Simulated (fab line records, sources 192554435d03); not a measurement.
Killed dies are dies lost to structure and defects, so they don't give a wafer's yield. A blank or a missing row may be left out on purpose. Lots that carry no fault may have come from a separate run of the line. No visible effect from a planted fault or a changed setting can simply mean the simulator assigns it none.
fab line records	flow n5Finfet
record lots=8	wafers=24	lastDay=17
route steps=1938 shown DUMMY_GATE@246 SPACER0@260 SD_EPI_N@272 BEOL_M4@1111 PASSIVATION@1936
lots untouched by any fault: they come from a run of this same line in which no faults occurred
startH: the number of hours between the record's first day and the start of the first shown wafer of the lot	waitH: hours elapsed since this lot's preceding step	" unchanged from the row above	L1.1+2: one row covering several wafers at once	- no value, or no start given	* or withheld: withheld	< > ~ a bound
route shown NAME@n: names a module that has steps shown in the file, with the first one's number in the route	usual: mean/standard deviation taken from wafers without a fault	same: alike in all rows	chamber/n: place in a boat	sites: each site's reading	_std_site: standard deviation of those values	_edge_site: mean of outer sites minus mean of inner sites	radiusMm: how far each site lies from the wafer's centre	mask NAME#n: copy n	behind: tool/chamber where the wafer was last shaped	hold: why the lot was held/for how many hours/how that ended	device: which transistor (n, p or np) failed to switch	end of line: the tests these same wafers got at the end of their route	a step given without rows: its recipe and nothing more	killed: at the first sort, the dies lost to defects and structure; wafer yield is something else	map: per-die view of a wafer (x killed, . not killed, _ where there is no die)
set.NAME: the setting as run; set.NAME@STEP: as run at that earlier step	model.NAME: the simulator's own value behind a step, which no gauge read
one table for each step of the route and one row for each wafer, over a sample of lots
services: from which hour (startH, from the record's first day; less than 0 if before it) a tool's chamber was out of use, for how many hours, and why
## steps
# step N5_DUMMY_GATE_ETCH_32
# recipe chemistry=CF4	target=SiO2	targetDepthA=35	timeS=3.9	ionEnergyEv=350	pressureMtorr=10	icpW=800	biasW=400	cf4FlowSccm=80
# usual chamberPressureMTorr=10.000/0.0093	drypumpMotorCurrentA=5.8/0.5	oesProductAu=1.002/0.022	throttleValvePct=21.8/0.33
# same timeS=3.9
lot.wafer	tool	chamber	startH	waitH	chamberPressureMTorr	drypumpMotorCurrentA	oesProductAu	rfHoursCounterH	throttleValvePct
L891.3	rieSi-03	1	88.49	0.1	10.022	6.2	1.020	2	22.1
L891.4	"	2	"	"	10.013	6.2	1.017	109	21.4
L891.5	"	3	"	"	10.011	4.9	0.971	-	21.4
L892.2	rieSi-02	0	95.31	0.1	9.993	5.8	1.009	53	22.2
L892.4	"	2	"	"	10.010	5.9	0.978	107	21.9
L892.5	"	3	"	"	10.011	6.5	1.023	-	21.5
L894.1	rieSi-03	0	108.59	0.1	9.989	5.6	1.021	8	22.2
L894.2	"	1	"	"	10.005	6.2	1.019	2	22.1
L894.3	"	2	"	"	9.997	6.2	1.018	110	21.4
L901.1	rieSi-03	2	151.53	0.1	10.017	6.2	1.022	110	21.4
L901.4	"	3	"	"	9.985	4.8	0.976	7	21.4
L901.6	"	1	"	"	9.991	6.2	1.021	-	22.1
L903.3	rieSi-03	3	167.49	0.1	9.998	4.9	0.972	7	21.4
L903.4	"	2	"	"	10.001	6.2	1.017	111	21.4
L903.5	"	2	"	"	9.998	6.2	1.018	-	21.4
L905.2	rieSi-01	3	177.59	0.1	10.002	5.8	1.023	136	22.2
L905.3	"	2	"	"	10.008	6.3	0.994	9	21.8
L905.4	"	0	"	"	10.022	5.3	0.990	126	21.6
L906.1	rieSi-02	0	179.68	0.1	9.995	5.9	1.016	55	22.1
L906.4	"	0	"	"	9.999	5.9	1.010	-	22.2
L906.5	"	2	"	"	10.001	5.8	0.981	-	21.9
L907.2	rieSi-02	1	185.22	0.1	10.001	5.4	0.963	103	21.6
L907.3	"	0	"	"	9.986	5.8	1.017	55	22.2
L907.4	"	3	"	"	9.993	6.5	1.024	99	21.5
# step N5_DUMMY_GATE_ETCH_44
# recipe chemistry=HBr/O2	overEtchFrac=0.7	targetDepthA=1275	stopOn=SiO2	ionEnergyEv=60	biasW=20	target=poly-Si	maskMaterial=SiO2	pressureMtorr=20	icpW=400	HBr_flow_sccm=120	O2_flow_sccm=10
# usual chamberPressureMTorr=20.001/0.018	drypumpMotorCurrentA=5.8/0.5	oesProductAu=0.730/0.012	throttleValvePct=18.48/0.25
lot.wafer	tool	chamber	startH	waitH	chamberPressureMTorr	drypumpMotorCurrentA	oesProductAu	rfHoursCounterH	throttleValvePct
L891.3	rieSi-03	1	88.58	0.0	20.018	6.2	0.740	2	18.65
L891.4	"	2	"	"	20.014	6.2	0.728	109	18.23
L891.5	"	3	"	"	19.989	4.8	0.706	-	18.15
L892.2	rieSi-02	0	95.40	0.0	19.963	5.9	0.716	53	18.74
L892.4	"	2	"	"	19.993	5.8	0.709	107	18.64
L892.5	"	3	"	"	20.020	6.5	0.717	-	18.33
L894.1	rieSi-03	0	108.68	0.0	20.000	5.6	0.742	8	18.77
L894.2	"	1	"	"	19.997	6.2	0.740	2	18.66
L894.3	"	2	"	"	19.974	6.2	0.732	110	18.24
L901.1	rieSi-03	2	151.62	0.0	20.003	6.2	0.738	110	18.26
L901.4	"	3	"	"	19.994	4.9	0.712	7	18.15
L901.6	"	1	"	"	19.991	6.2	0.748	-	18.65
L903.3	rieSi-03	3	167.58	0.0	20.006	4.9	0.719	7	18.15
L903.4	"	2	"	"	20.020	6.2	0.723	111	18.25
L903.5	"	2	"	"	20.044	6.2	0.741	-	18.23
L905.2	rieSi-01	3	177.68	0.0	20.009	5.9	0.743	136	18.81
L905.3	"	2	"	"	20.011	6.3	0.726	9	18.57
L905.4	"	0	"	"	20.014	5.3	0.727	126	18.21
L906.1	rieSi-02	0	179.77	0.0	20.002	5.8	0.715	55	18.72
L906.4	"	0	"	"	19.968	5.8	0.726	-	18.77
L906.5	"	2	"	"	19.988	5.8	0.719	-	18.65
L907.2	rieSi-02	1	185.31	0.0	19.993	5.4	0.725	103	18.28
L907.3	"	0	"	"	20.020	5.9	0.714	55	18.74
L907.4	"	3	"	"	20.001	6.5	0.727	99	18.33
# step N5_DUMMY_GATE_CD_MEAS_24
# recipe targetCdNm=15
# usual cdNm=15.2/0.34
lot.wafer	tool	chamber	startH	waitH	cdNm
L891.3	cdSem-02	-	88.70	0.1	15.4
L891.4	"	-	"	"	15.1
L891.5	"	-	"	"	15.4
L892.2	cdSem-03	-	95.51	0.1	15.3
L892.4	"	-	"	"	15.6
L892.5	"	-	"	"	15.5
L894.1	cdSem-02	-	108.79	0.1	15.0
L894.2	"	-	"	"	15.8
L894.3	"	-	"	"	15.3
L901.1	cdSem-01	-	151.73	0.1	15.0
L901.4	"	-	"	"	15.1
L901.6	"	-	"	"	15.0
L903.3	cdSem-03	-	167.69	0.1	14.9
L903.4	"	-	"	"	15.2
L903.5	"	-	"	"	15.7
L905.2	cdSem-02	-	177.79	0.1	14.8
L905.3	"	-	"	"	15.2
L905.4	"	-	"	"	15.6
L906.1	cdSem-01	-	179.88	0.1	15.4
L906.4	"	-	"	"	15.6
L906.5	"	-	"	"	15.1
L907.2	cdSem-03	-	185.42	0.1	15.1
L907.3	"	-	"	"	15.7
L907.4	"	-	"	"	15.2
# step N5_DUMMY_GATE_INSPECT_27
# recipe inspectInstrument=brightfield	mode=aei
# usual rawDefectCount=290/82
lot.wafer	tool	chamber	startH	waitH	rawDefectCount
L891.3	defectInspect-01	-	89.02	0.0	313
L891.4	"	-	"	"	363
L891.5	"	-	"	"	239
L892.2	defectInspect-01	-	95.79	0.0	234
L892.4	"	-	"	"	280
L892.5	"	-	"	"	405
L894.1	defectInspect-02	-	109.27	0.0	254
L894.2	"	-	"	"	493
L894.3	"	-	"	"	401
L901.1	defectInspect-01	-	152.01	0.0	233
L901.4	"	-	"	"	808
L901.6	"	-	"	"	339
L903.3	defectInspect-01	-	167.97	0.0	806
L903.4	"	-	"	"	235
L903.5	"	-	"	"	230
L905.2	defectInspect-01	-	178.09	0.0	309
L905.3	"	-	"	"	312
L905.4	"	-	"	"	341
L906.1	defectInspect-02	-	180.24	0.0	327
L906.4	"	-	"	"	377
L906.5	"	-	"	"	298
L907.2	defectInspect-01	-	185.70	0.0	464
L907.3	"	-	"	"	291
L907.4	"	-	"	"	355
# step N5_SPACER0_ALD_08
# recipe material=SiNx	targetThkA=20	tempC=400	aldPrecursorFamily=SiH2I2	aldCoReactant=N2/H2-plasma	pressureTorr=2
# usual heaterPowerW=847/81
lot.wafer	tool	chamber	startH	waitH	heaterPowerW
L891.3	aldSin-03	3	90.50	0.1	881
L891.4	"	2	"	"	873
L891.5	"	3	"	"	910
L892.2	aldSin-02	0	96.24	0.1	766
L892.4	"	3	"	"	877
L892.5	"	3	"	"	876
L894.1	aldSin-01	1	109.72	0.1	891
L894.2	"	0	"	"	946
L894.3	"	3	"	"	912
L901.1	aldSin-02	0	152.46	0.1	753
L901.4	"	3	"	"	886
L901.6	"	0	"	"	743
L903.3	aldSin-03	0	168.42	0.1	692
L903.4	"	3	"	"	899
L903.5	"	2	"	"	856
L905.2	aldSin-02	0	178.54	0.1	754
L905.3	"	3	"	"	897
L905.4	"	1	"	"	805
L906.1	aldSin-01	1	180.69	0.1	927
L906.4	"	3	"	"	913
L906.5	"	1	"	"	917
L907.2	aldSin-03	3	187.88	0.1	899
L907.3	"	2	"	"	857
L907.4	"	0	"	"	675
# step N5_SPACER0_INSPECT_04
# recipe inspectInstrument=darkfield	mode=postDep
# usual rawDefectCount=137/34
lot.wafer	tool	chamber	startH	waitH	rawDefectCount
L891.3	defectInspect-01	-	90.65	0.1	128
L891.4	"	-	"	"	149
L891.5	"	-	"	"	97
L892.2	defectInspect-01	-	96.40	0.1	115
L892.4	"	-	"	"	135
L892.5	"	-	"	"	188
L894.1	defectInspect-02	-	109.88	0.1	109
L894.2	"	-	"	"	213
L894.3	"	-	"	"	140
L901.1	defectInspect-01	-	152.62	0.1	106
L901.4	"	-	"	"	658
L901.6	"	-	"	"	153
L903.3	defectInspect-02	-	168.58	0.1	665
L903.4	"	-	"	"	137
L903.5	"	-	"	"	119
L905.2	defectInspect-02	-	178.70	0.1	161
L905.3	"	-	"	"	154
L905.4	"	-	"	"	154
L906.1	defectInspect-02	-	180.85	0.1	137
L906.4	"	-	"	"	152
L906.5	"	-	"	"	131
L907.2	defectInspect-02	-	188.03	0.1	217
L907.3	"	-	"	"	127
L907.4	"	-	"	"	158
# step N5_SD_EPI_N_INSPECT_11
# recipe mode=adi	inspectInstrument=macro
# usual rawDefectCount=2.1/1.4
lot.wafer	tool	chamber	startH	waitH	rawDefectCount
L891.3	defectInspect-01	-	90.98	0.0	1
L891.4	"	-	"	"	3
L891.5	"	-	"	"	0
L892.2	defectInspect-02	-	96.85	0.0	1
L892.4	"	-	"	"	2
L892.5	"	-	"	"	1
L894.1	defectInspect-02	-	110.34	0.0	1
L894.2	"	-	"	"	2
L894.3	"	-	"	"	3
L901.1	defectInspect-01	-	153.07	0.0	1
L901.4	"	-	"	"	>300
L901.6	"	-	"	"	3
L903.3	defectInspect-02	-	169.03	0.0	>300
L903.4	"	-	"	"	1
L903.5	"	-	"	"	3
L905.2	defectInspect-02	-	179.15	0.0	2
L905.3	"	-	"	"	4
L905.4	"	-	"	"	2
L906.1	defectInspect-01	-	181.30	0.0	4
L906.4	"	-	"	"	4
L906.5	"	-	"	"	1
L907.2	defectInspect-01	-	188.49	0.0	4
L907.3	"	-	"	"	1
L907.4	"	-	"	"	4
# step N5_SD_EPI_N_INSPECT_26
# recipe inspectInstrument=darkfield	mode=postEpi
# usual rawDefectCount=201/42
lot.wafer	tool	chamber	startH	waitH	rawDefectCount
L891.3	defectInspect-02	-	98.10	0.1	188
L891.4	"	-	"	"	239
L891.5	"	-	"	"	198
L892.2	defectInspect-02	-	100.83	0.1	180
L892.4	"	-	"	"	221
L892.5	"	-	"	"	246
L894.1	defectInspect-02	-	115.63	0.1	170
L894.2	"	-	"	"	297
L894.3	"	-	"	"	201
L901.1	defectInspect-01	-	158.78	0.1	190
L901.4	"	-	"	"	712
L901.6	"	-	"	"	198
L903.3	defectInspect-01	-	173.17	0.1	771
L903.4	"	-	"	"	141
L903.5	"	-	"	"	252
L906.1	defectInspect-02	-	187.39	0.1	171
L906.4	"	-	"	"	199
L906.5	"	-	"	"	200
L905.2	defectInspect-02	-	187.60	0.1	220
L905.3	"	-	"	"	194
L905.4	"	-	"	"	210
L907.2	defectInspect-01	-	192.53	0.1	276
L907.3	"	-	"	"	201
L907.4	"	-	"	"	218
# step N5_BEOL_M4_RC_MEAS_101
# usual DIBL_N=35.3/1.5	DIBL_P=35.3/1.9	IOFF_N=0.145/0.027	IOFF_P=0.20/0.033	ION_N=670/12	ION_P=462/6.8	SS_N=71.3/0.6	SS_P=73.1/0.7	VT_N=251/3.4	VT_P=-251/3.2
lot.wafer	tool	chamber	startH	waitH	DIBL_N[mV/V]	DIBL_P[mV/V]	IOFF_N[nA/um]	IOFF_P[nA/um]	ION_N[uA/um]	ION_P[uA/um]	SS_N[mV/dec]	SS_P[mV/dec]	VT_N[mV]	VT_P[mV]
L891.3	prober-01	0	222.77	0.3	34.0	34.3	0.135	0.19	681	471	70.8	72.8	251	-250
L891.4	"	0	"	"	35.1	34.7	0.151	0.20	682	466	70.5	72.7	246	-248
L891.5	"	0	"	"	34.4	34.0	0.135	0.19	681	467	70.9	71.7	252	-250
L892.2	prober-01	0	223.90	0.2	33.5	32.2	0.094	0.16	647	456	71.0	72.5	258	-253
L892.4	"	0	"	"	35.2	35.0	0.133	0.20	670	468	70.8	73.1	251	-251
L892.5	"	0	"	"	35.6	34.7	0.128	0.20	664	464	70.7	72.9	252	-253
L894.1	prober-02	0	241.10	0.0	33.6	32.8	0.111	0.17	659	452	70.7	71.5	256	-253
L894.2	"	0	"	"	33.6	33.8	0.130	0.20	674	474	70.3	72.5	249	-250
L894.3	"	0	"	"	34.0	34.8	0.126	0.20	656	458	71.2	72.3	255	-248
L901.1	prober-01	0	291.23	0.0	35.8	35.4	0.139	0.19	667	461	71.4	72.9	256	-252
L901.4	"	0	"	"	34.0	33.6	0.103	0.17	641	449	71.2	73.1	257	-254
L901.6	"	0	"	"	37.7	37.9	0.166	0.23	659	453	71.9	73.5	251	-252
L903.3	prober-01	0	302.49	0.3	35.4	36.6	0.162	0.20	679	462	71.3	73.0	248	-253
L903.4	"	0	"	"	35.7	36.8	0.163	0.20	680	464	70.8	73.5	248	-254
L903.5	"	0	"	"	33.4	34.4	0.128	0.16	675	462	69.8	72.7	250	-256
L905.2	prober-01	0	304.26	0.2	36.1	34.9	0.148	0.18	668	454	71.4	73.0	251	-255
L905.3	"	0	"	"	36.3	35.3	0.159	0.19	676	462	71.4	73.0	248	-253
L905.4	"	0	"	"	35.4	35.1	0.150	0.19	662	461	71.5	73.4	247	-252
L906.1	prober-02	0	307.25	0.0	36.9	37.1	0.151	0.21	667	460	71.1	73.5	248	-249
L906.4	"	0	"	"	35.1	34.1	0.120	0.18	663	465	71.8	72.4	254	-250
L906.5	"	0	"	"	37.1	36.7	0.148	0.22	658	456	71.5	73.8	250	-248
L907.2	prober-01	0	311.05	0.2	36.4	36.2	0.156	0.21	663	459	71.5	73.0	250	-249
L907.3	"	0	"	"	35.1	34.7	0.147	0.19	675	458	70.4	72.8	249	-250
L907.4	"	0	"	"	34.8	33.9	0.126	0.17	657	457	70.7	72.9	252	-255
# step N5_PASSIVATION_PROBE_49
# usual defectLimitedYield=91.2/1.5	killed_at_M0_to_M3=34/11	killed_at_M4_up=14/5.4	killedAtContacts=12/5.9	killedAtFrontEnd=40/12	killedAtOther=4/3.3	killedDies=103/18	killedOnRim=14/4.1	killedOpen=68/13	killedShort=34/7.5	sort_bin_5_function=5.1/1	sort_bin_6_memory=3.3/0.7	sort_bin_8_speed=0.03/0.27	sortNPass=1076/18	sortYieldPct=91.2/1.5
# same grossDies=1180	killedAtBackSide=0	sort_bin_4_leakage[%]=0
lot.wafer	tool	chamber	startH	waitH	defectLimitedYield[%]	killed_at_M0_to_M3	killed_at_M4_up	killedAtContacts	killedAtFrontEnd	killedAtOther	killedDies	killedOnRim	killedOpen	killedShort	sort_bin_5_function[%]	sort_bin_6_memory[%]	sort_bin_8_speed[%]	sortNPass	sortYieldPct[%]
L891.3	prober-02	-	328.37	0.1	93.4	20	13	11	30	4	78	14	49	29	3.2	3.1	0	1102	93.4
L891.4	prober-02	-	328.42	0.2	91.7	31	10	21	32	4	98	11	67	30	5.8	2.4	0	1082	91.7
L891.5	prober-02	-	328.47	0.2	93.0	25	8	18	30	2	83	10	53	30	4.2	2.6	0	1097	93.0
L894.1	prober-02	-	347.80	0.0	89.5	55	11	2	43	13	124	21	80	43	6.0	4.0	0	1056	89.5
L894.2	prober-02	-	347.85	0.1	92.8	24	9	9	35	8	85	15	54	29	4.7	2.5	0	1095	92.8
L894.3	prober-02	-	347.90	0.1	91.7	41	14	7	25	11	98	5	62	35	4.2	3.7	0	1082	91.7
L901.1	prober-01	-	396.22	0.6	89.7	37	28	14	33	10	122	15	81	38	6.0	3.8	0	1058	89.7
L901.4	prober-01	-	396.37	0.7	80.3	29	15	12	169	8	233	19	69	32	12.9	4.6	0.34	943	79.9
L901.6	prober-01	-	396.47	0.8	92.0	23	19	5	39	8	94	14	55	34	3.9	3.7	0	1086	92.0
L906.1	prober-01	-	414.44	0.0	90.4	41	9	6	50	7	113	13	65	46	5.7	3.4	0	1067	90.4
L906.4	prober-01	-	414.59	0.2	92.2	37	14	4	34	3	92	7	57	32	4.6	2.8	0	1088	92.2
L906.5	prober-01	-	414.64	0.2	93.1	33	8	4	34	2	81	11	50	31	4.0	2.6	0	1099	93.1
L903.3	prober-01	-	414.84	0.1	82.8	22	19	9	147	6	203	13	58	30	10.8	4.6	0	977	82.8
L903.4	prober-01	-	414.89	0.2	92.6	30	15	6	33	3	87	16	54	33	4.5	2.8	0	1093	92.6
L903.5	prober-01	-	414.94	0.2	94.2	16	18	10	20	4	68	8	44	23	3.2	2.3	0	1112	94.2
L907.2	prober-01	-	416.38	0.1	91.8	39	19	8	30	1	97	13	60	37	4.7	3.6	0	1083	91.8
L907.3	prober-01	-	416.43	0.1	90.3	52	16	15	30	1	114	18	77	37	5.7	3.8	0	1066	90.3
L905.2	prober-01	-	416.68	0.4	91.7	40	19	8	29	2	98	18	74	24	4.4	3.6	0	1082	91.7
L905.3	prober-01	-	416.73	0.4	92.3	44	1	8	37	1	91	15	59	32	4.6	3.0	0	1089	92.3
# killed by level:class
L891.3 DUMMY_GATE:geometricParticle:open=11 BEOL_M0_SAQP:geometricParticle:short=8 MOL_CONTACT_COAG:geometricParticle:open=7 FIN_SAQP:geometricParticle:open=6 BEOL_M4:geometricParticle:open=5 STARTING-WAFER:geometricParticle:short=5 MOL_CONTACT_COAG:geometricParticle:short=4 BEOL_M8:geometricParticle:open=4
L891.4 MOL_CONTACT_COAG:geometricParticle:open=21 BEOL_M0_SAQP:geometricParticle:open=11 BEOL_M0_SAQP:geometricParticle:short=10 FIN_SAQP:geometricParticle:open=6 DUMMY_GATE:geometricParticle:open=5 FIN_SAQP:geometricParticle:short=4 BEOL_M4:geometricParticle:open=4 STARTING-WAFER:geometricParticle:open=4
L891.5 MOL_CONTACT_COAG:geometricParticle:open=12 DUMMY_GATE:geometricParticle:open=7 BEOL_M2:geometricParticle:open=7 GATE_CUT:geometricParticle:short=6 MOL_CONTACT_COAG:geometricParticle:short=6 BEOL_M0_SAQP:geometricParticle:open=5 STARTING-WAFER:geometricParticle:open=4 BEOL_M0_SAQP:geometricParticle:short=4
L894.1 BEOL_M0_SAQP:geometricParticle:open=18 BEOL_M0_SAQP:geometricParticle:short=14 BEOL_M1:geometricParticle:open=12 STI_FIN_REVEAL:geometricParticle:open=11 FIN_SAQP:geometricParticle:open=10 FIN_SAQP:geometricParticle:short=7 DUMMY_GATE:geometricParticle:open=4 BEOL_M3:geometricParticle:open=4
L894.2 FIN_SAQP:geometricParticle:short=11 MOL_CONTACT_COAG:geometricParticle:open=9 STI_FIN_REVEAL:geometricParticle:open=7 DUMMY_GATE:geometricParticle:open=5 BEOL_M0_SAQP:geometricParticle:short=5 BEOL_M0_SAQP:geometricParticle:open=5 PASS1_DEP:geometricParticle:short=3 BEOL_M1:geometricParticle:open=3
L894.3 BEOL_M0_SAQP:geometricParticle:open=8 BEOL_M3:geometricParticle:open=8 FIN_SAQP:geometricParticle:open=7 FIN_SAQP:geometricParticle:short=6 BEOL_M1:geometricParticle:open=6 BEOL_M2:geometricParticle:open=6 BEOL_M5:geometricParticle:open=6 BEOL_M0_SAQP:geometricParticle:short=5
L901.1 BEOL_M2:geometricParticle:open=16 BEOL_M4:geometricParticle:open=13 MOL_CONTACT_COAG:geometricParticle:open=11 FIN_SAQP:geometricParticle:open=9 FIN_SAQP:geometricParticle:short=8 BEOL_M4:geometricParticle:short=7 BEOL_M1:geometricParticle:open=6 MIM_TOP:geometricParticle:open=5
L901.4 DUMMY_GATE:unspecified=128 FIN_SAQP:geometricParticle:short=8 STI_FIN_REVEAL:geometricParticle:open=8 DUMMY_GATE:geometricParticle:open=7 BEOL_M1:geometricParticle:open=7 BEOL_M3:geometricParticle:open=7 BEOL_M4:geometricParticle:open=7 FIN_SAQP:geometricParticle:open=6
L901.6 FIN_SAQP:geometricParticle:open=9 BEOL_M4:geometricParticle:open=9 GATE_CUT:geometricParticle:short=7 BEOL_M0_SAQP:geometricParticle:open=7 FIN_SAQP:geometricParticle:short=6 BEOL_M2:geometricParticle:open=5 MOL_CONTACT_COAG:geometricParticle:open=4 PAD_METAL:geometricParticle:short=4
L906.1 BEOL_M0_SAQP:geometricParticle:short=16 FIN_SAQP:geometricParticle:short=13 STI_FIN_REVEAL:geometricParticle:open=13 BEOL_M0_SAQP:geometricParticle:open=9 FIN_SAQP:geometricParticle:open=8 BEOL_M1:geometricParticle:open=7 BEOL_M3:geometricParticle:open=5 STI_FIN_REVEAL:geometricParticle:short=4
L906.4 BEOL_M1:geometricParticle:open=13 FIN_SAQP:geometricParticle:short=9 BEOL_M3:geometricParticle:open=9 BEOL_M4:geometricParticle:open=7 STI_FIN_REVEAL:geometricParticle:open=6 GATE_CUT:geometricParticle:short=5 BEOL_M0_SAQP:geometricParticle:open=5 FIN_SAQP:geometricParticle:open=4
L906.5 BEOL_M0_SAQP:geometricParticle:open=10 FIN_SAQP:geometricParticle:short=7 FIN_SAQP:geometricParticle:open=6 BEOL_M2:geometricParticle:open=6 BEOL_M0_SAQP:geometricParticle:short=5 BEOL_M1:geometricParticle:open=5 MOL_CONTACT_COAG:geometricParticle:open=4 STI_FIN_REVEAL:geometricParticle:open=3
L903.3 DUMMY_GATE:unspecified=115 MOL_CONTACT_COAG:geometricParticle:open=9 BEOL_M1:geometricParticle:open=8 BEOL_M0_SAQP:geometricParticle:open=7 STI_FIN_REVEAL:geometricParticle:open=6 DUMMY_GATE:geometricParticle:short=4 GATE_CUT:geometricParticle:open=4 BEOL_M0_SAQP:geometricParticle:short=4
L903.4 BEOL_M1:geometricParticle:open=9 BEOL_M0_SAQP:geometricParticle:open=8 BEOL_M0_SAQP:geometricParticle:short=8 FIN_SAQP:geometricParticle:short=7 MOL_CONTACT_COAG:geometricParticle:open=6 FIN_SAQP:geometricParticle:open=5 STARTING-WAFER:geometricParticle:short=5 BEOL_M7:geometricParticle:open=4
L903.5 MOL_CONTACT_COAG:geometricParticle:open=8 BEOL_M0_SAQP:geometricParticle:short=6 DUMMY_GATE:geometricParticle:open=5 BEOL_M4:geometricParticle:open=5 GATE_CUT:geometricParticle:open=3 BEOL_M0:geometricParticle:open=3 BEOL_M2:geometricParticle:open=3 BEOL_M5:geometricParticle:open=3
L907.2 STI_FIN_REVEAL:geometricParticle:open=10 BEOL_M0_SAQP:geometricParticle:short=10 BEOL_M0_SAQP:geometricParticle:open=9 BEOL_M1:geometricParticle:open=8 BEOL_M4:geometricParticle:short=7 FIN_SAQP:geometricParticle:short=5 MOL_CONTACT_COAG:geometricParticle:open=5 BEOL_M0:geometricParticle:open=5
L907.3 BEOL_M0_SAQP:geometricParticle:short=14 MOL_CONTACT_COAG:geometricParticle:open=13 BEOL_M2:geometricParticle:open=10 STI_FIN_REVEAL:geometricParticle:open=8 BEOL_M3:geometricParticle:open=8 BEOL_M0_SAQP:geometricParticle:open=7 BEOL_M0:geometricParticle:short=5 BEOL_M1:geometricParticle:open=5
L905.2 BEOL_M0_SAQP:geometricParticle:open=10 BEOL_M0_SAQP:geometricParticle:short=9 FIN_SAQP:geometricParticle:open=8 MOL_CONTACT_COAG:geometricParticle:open=8 STI_FIN_REVEAL:geometricParticle:open=7 BEOL_M3:geometricParticle:open=7 BEOL_M5:geometricParticle:open=6 DUMMY_GATE:geometricParticle:open=5
L905.3 STI_FIN_REVEAL:geometricParticle:open=9 BEOL_M2:geometricParticle:open=9 MOL_CONTACT_COAG:geometricParticle:open=8 BEOL_M0_SAQP:geometricParticle:short=8 BEOL_M3:geometricParticle:open=7 FIN_SAQP:geometricParticle:short=6 BEOL_M0:geometricParticle:open=6 BEOL_M3:geometricParticle:short=5
## services
tool	chamber	startH	hours	kind
aldSin-02	2	66.14	6.1	repair
rieSi-01	2	67.02	2.1	repair
aldSin-01	2	70.48	2.3	repair
aldSin-01	-	85.47	14.0	pm
aldSin-01	0	85.47	14.0	ventCycle
aldSin-01	1	85.47	14.0	ventCycle
aldSin-01	2	85.47	14.0	ventCycle
aldSin-01	3	85.47	14.0	ventCycle
rieSi-01	1	87.02	2.5	repair
aldSin-03	1	89.87	2.4	repair
aldSin-01	0	99.47	-	clean
aldSin-01	1	99.47	-	clean
aldSin-01	2	99.47	-	clean
aldSin-01	3	99.47	-	clean
aldSin-01	2	103.09	21.5	repair
rieSi-03	3	109.47	4.6	repair
aldSin-02	-	111.88	6.1	pm
rieSi-01	2	117.89	3.0	repair
rieSi-02	2	125.50	2.1	repair
aldSin-01	2	169.33	3.1	repair
rieSi-02	3	171.94	12.5	repair
aldSin-03	0	176.91	4.8	repair
## key
firstSign step=N5_DUMMY_GATE_INSPECT_27	reading=rawDefectCount	direction=up	sigmas=6.3	usual=290	struck=807
effect step=N5_SPACER0_INSPECT_04	reading=rawDefectCount	direction=up	sigmas=16	usual=137	struck=662
effect step=N5_SD_EPI_N_INSPECT_11	reading=rawDefectCount	direction=up	sigmas=99+	usual=2.1	struck=>300
effect step=N5_SD_EPI_N_INSPECT_26	reading=rawDefectCount	direction=up	sigmas=13	usual=201	struck=742
effect step=N5_PASSIVATION_PROBE_49	reading=killedAtFrontEnd	direction=up	sigmas=9.9	usual=40	struck=158
moreKillsBornAt N5_DUMMY_GATE_ETCH_32@rieSi-03=243
metAt N5_DUMMY_GATE_ETCH_32
struckLots L901,L903
struckWafers L901.4,L903.3
notActingAt N5_DUMMY_GATE_ETCH_44,N5_DUMMY_GATE_CD_MEAS_24,N5_SPACER0_ALD_08
onsetBetween 88.49 151.53
fault kind=chamberParticleSource	tool=rieSi-03	chamber=3	onsetH=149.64	steps=N5_DUMMY_GATE_ETCH_32	ratePerVisitCm2=0.77625	endH=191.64
